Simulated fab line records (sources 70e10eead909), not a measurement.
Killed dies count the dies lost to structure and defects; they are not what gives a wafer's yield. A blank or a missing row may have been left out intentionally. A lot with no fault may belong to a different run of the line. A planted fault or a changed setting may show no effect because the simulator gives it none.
8D (eight disciplines) problem report, filled in by code + flow nandHarc + the parts of the form that need people (team, actions taken, sign-off) are left out

## 1. WHAT WENT WRONG
Wafers without a fault read 48.1 s, standard deviation 0.4; runLengthS at NHARC_A_WL_FILL_ETCHBACK_17 reads a mean of 38.1 s on 6 wafers belonging to 2 lots. That is -25 standard deviations from the usual mean.
The step: etches the open film in Cl2/BCl3, target depth 4 nm, time 26.7 s.
Seen first at day 28 01:52 on rieMetal-01, wafer L896.1. The record has a number at this step for 36 wafers belonging to 12 lots. By rule, "out" or "out of limits" means more than 4 standard deviations away from the usual mean. All remaining wafers that have a number are taken as sound.

## 2. WHAT THIS IS AND IS NOT
| question                    | is                     | is not                                                                    |
|-----------------------------|------------------------|---------------------------------------------------------------------------|
| which readings at this step | runLengthS             | drypumpMotorCurrentA, oesProductAu                                        |
| which lots                  | L896, L898             | L880, L883, L886, L887, L889, L890, L893, L897, L900, L903                |
| which wafers of those lots  | all that have a number | -                                                                         |
| read on which tools         | rieMetal-01            | rieMetal-02, rieMetal-03                                                  |
| when                        | from day 28 01:52      | up to then (24 sound wafers); but 6 sound wafers of L900, L903 came after |

## 3. WHAT RULES OUT EACH SUSPECT
Counting: a tool stays on the suspect list if, at a process step up to the reading, it processed all lots that are out and no sound lot following the first of them.
- rieMetal-03 at NHARC_A_WL_FILL_ETCHBACK_05 (etches the open film in Cl2/BCl3, target depth 22 nm, time 60 s): ruled out as a lasting fault. The sound lots L900 went through it after L896, its earliest lot that is out (day 27 15:58).
- rieMetal-01 at NHARC_A_WL_FILL_ETCHBACK_17 (etches the open film in Cl2/BCl3, target depth 4 nm, time 26.7 s): kept. It processed each lot that is out, first L896 at day 28 01:52, and no sound lot thereafter; up to then, the last sound lot it processed was L897 at day 27 10:58. On those wafers its own readings are out: runLengthS.
Left after counting: rieMetal-01 at NHARC_A_WL_FILL_ETCHBACK_17.

## 4. THE CAUSE (what the simulator had put in)
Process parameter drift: rieMetal-01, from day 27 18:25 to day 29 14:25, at NHARC_A_WL_FILL_ETCHBACK_17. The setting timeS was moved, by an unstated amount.
Only this tool survived the counting.

## 5. SEQUENCE OF EFFECTS, ordered by route
Rows list readings where the struck wafers' mean (over those with a number) sits beyond 3 standard deviations from the usual. Only readings whose record carries a usual standard deviation are examined. hours: median over the lots of the time between each lot's start at the first step of this table that gives one and its start at this step. sigmas: the change, counted in usual standard deviations.
| hours | step                        | reading    | usual  | on struck wafers | change | sigmas |
|-------|-----------------------------|------------|--------|------------------|--------|--------|
| 0     | NHARC_A_WL_FILL_ETCHBACK_17 | runLengthS | 48.1 s | 38.1             | -10.0  | -25    |
Its process steps:
- NHARC_A_WL_FILL_ETCHBACK_17: etches the open film in Cl2/BCl3, target depth 4 nm, time 26.7 s.
At these later measuring or inspecting steps, every struck wafer for which the step has a row has a number for every such reading, and none has moved that far: NHARC_A_WL_FILL_INSPECT_15.

## 6. HOW IT WOULD HAVE BEEN CAUGHT EARLIER
The fault began at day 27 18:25; the first out-of-limits reading in this record came at day 28 01:52, 7 hours later.
